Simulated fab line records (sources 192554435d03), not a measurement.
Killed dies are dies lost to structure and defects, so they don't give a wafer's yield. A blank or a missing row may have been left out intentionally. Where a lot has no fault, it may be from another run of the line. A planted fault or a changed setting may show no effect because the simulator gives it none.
Which tool was responsible? -- flow n5_finfet -- 12 lots, 36 wafers sampled, at 4 steps of a route of 1938

== WHAT THE GAUGES SHOWED, per wafer ==
N5_SDB_INSPECT_13: inspects for defects (brightfield).
lot,measured,on,raw_defect_count
L075,day 4 04:54,defect_inspect-02,91 111 138
L076,day 4 13:46,defect_inspect-02,97 69 66
L079,day 5 01:20,defect_inspect-02,74 115 91
L081,day 5 10:14,defect_inspect-01,86 69 55
L083,day 6 01:03,defect_inspect-01,165 132 152
L085,day 6 18:46,defect_inspect-02,41 33 33
L087,day 7 01:28,defect_inspect-02,83 167 104
L089,day 7 12:45,defect_inspect-02,63 60 61
L091,day 7 22:04,defect_inspect-02,103 41 75
L093,day 8 12:36,defect_inspect-02,37 64 37
L095,day 9 01:50,defect_inspect-01,63 55 39
L097,day 9 12:36,defect_inspect-01,92 53 80

== EACH LOT AND THE TOOL THAT RAN IT (in order: tool; ch and the chambers of the sampled wafers; start) ==
lot,N5_DUMMY_GATE_CMP_04,N5_ILD0_CMP_07,N5_ILD0_CMP_12
L075,"cmp-02 ch 1,2, day 2 22:32","cmp-03 ch 2,3, day 4 00:49","cmp-04 ch 0,1,3, day 4 04:09"
L076,"cmp-03 ch 0,1,3, day 3 13:50","cmp-01 ch 0,2,3, day 4 08:43","cmp-01 ch 0,1, day 4 12:55"
L079,"cmp-02 ch 0,1,3, day 4 00:31","cmp-03 ch 0,1,3, day 4 21:15","cmp-03 ch 0,1,2, day 5 00:35"
L081,"cmp-02 ch 0,1, day 4 10:34","cmp-01 ch 0,1,2, day 5 06:13","cmp-03 ch 0,2,3, day 5 09:21"
L083,"cmp-03 ch 2,3, day 5 01:20","cmp-03 ch 0,1, day 5 20:49","cmp-03 ch 0,3, day 6 00:11"
L085,"cmp-01 ch 0,2,3, day 5 16:28","cmp-03 ch 0,1,2, day 6 14:44","cmp-03 ch 0,2,3, day 6 17:59"
L087,"cmp-02 ch 0,2,3, day 6 00:19","cmp-04 ch 0,1,3, day 6 21:22","cmp-01 ch 0,2,3, day 7 00:35"
L089,"cmp-03 ch 0,2,3, day 6 12:37","cmp-03 ch 1,2,3, day 7 08:40","cmp-04 ch 1,3, day 7 11:53"
L091,"cmp-01 ch 0,2,3, day 6 22:37","cmp-03 ch 0,1,2, day 7 17:58","cmp-01 ch 0,1,3, day 7 21:13"
L093,"cmp-02 ch 0,3, day 7 11:45","cmp-01 ch 2,3, day 8 08:29","cmp-01 ch 0,1, day 8 11:44"
L095,"cmp-01 ch 0,1,3, day 8 01:38","cmp-01 ch 1,2,3, day 8 21:49","cmp-03 ch 0,1,3, day 9 01:06"
L097,"cmp-02 ch 0,1, day 8 11:49","cmp-03 ch 0,1, day 9 08:40","cmp-01 ch 0,2, day 9 11:53"
- N5_DUMMY_GATE_CMP_04: polishes a-Si.
- N5_ILD0_CMP_07: polishes SiO2 flowable, stops on poly-Si, t overpolish 1.18 s, target thk 138.88 nm.
- N5_ILD0_CMP_12: polishes SiNx, stops on poly-Si, t overpolish 6 s, target thk 17.67 nm.

== THE ANSWER, worked out from the rows above alone ==
Rule: what is usual is taken from the lots themselves. Put in order of their means at a reading, lots are off if they are a third of the lots or fewer, leave a main group of 4 or more, and stand apart from it by a gap of 3 or more times the standard deviation of the main group's means; of several such gaps the widest counts. A main group whose means are all the same, to the digits that the tables above print for the reading, isn't used. Also off: a lot with no number at a reading for which 4 or more lots have one. Where the step has rows for the other lots, those lots are counted as sound.
None of the lots is off at any reading shown; this tells nothing.

== WHAT THE SIMULATOR HAD INSERTED ==
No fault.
